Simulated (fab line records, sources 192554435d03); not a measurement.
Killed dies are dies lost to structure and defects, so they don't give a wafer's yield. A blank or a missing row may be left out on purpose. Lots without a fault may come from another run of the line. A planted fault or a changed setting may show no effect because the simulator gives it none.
Chamber matching | flow n5_finfet | N5_MOL_CONTACT_COAG_ETCH_90 on rie_diel-06: 4 sister chambers
The step etches SiARC in CF4, target depth 13 nm, time 21.7 s. 8 wafers are shown with their chamber, then 8 later ones without.

WAFERS WITH THEIR CHAMBER
wafer  | chamber | throttle_valve_pct (%) | showerhead_plenum_p_Torr (Torr)
L082.4 | 3       | 16.05                  | 2.21
L082.6 | 1       | 15.61                  | 2.27
L087.3 | 0       | 15.71                  | 2.25
L087.6 | 2       | 15.89                  | 2.12
L089.1 | 0       | 15.71                  | 2.25
L089.5 | 2       | 15.87                  | 2.12
L089.6 | 3       | 16.09                  | 2.20
L091.2 | 1       | 15.62                  | 2.26

WAFERS WITHOUT THEIR CHAMBER
wafer  | throttle_valve_pct (%) | showerhead_plenum_p_Torr (Torr)
L091.5 | 15.63                  | 2.26
L091.6 | 15.87                  | 2.12
L092.1 | 16.10                  | 2.20
L092.2 | 15.90                  | 2.12
L092.4 | 15.73                  | 2.25
L097.1 | 15.66                  | 2.26
L097.3 | 15.75                  | 2.25
L097.5 | 15.74                  | 2.25

WHICH CHAMBER EACH WENT THROUGH
wafer  | from the rows above     | in truth
L091.5 | 1                       | 1
L091.6 | 2                       | 2
L092.1 | 3                       | 3
L092.2 | 2                       | 2
L092.4 | 0                       | 0
L097.1 | can't be placed: 1 or 0 | 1
L097.3 | 0                       | 0
L097.5 | 0                       | 0
Placed correctly: 7 of 8. Can't be placed from these rows: 1 (the true chamber is among the candidates in 1). Placed wrongly: 0.
How it was worked out, from the rows above alone: a wafer's distance from a chamber is the root of the sum, over the readings, of the square of ((its reading less the chamber's mean) divided by the reading's scatter). The wafer belongs to the nearest chamber; if the next one is less than 2 further off, it can't be placed. A chamber's mean is the mean of its shown wafers. The scatter: the root of (the sum of the squares of (reading less its chamber's mean) over the shown wafers, divided by (wafers less chambers)).
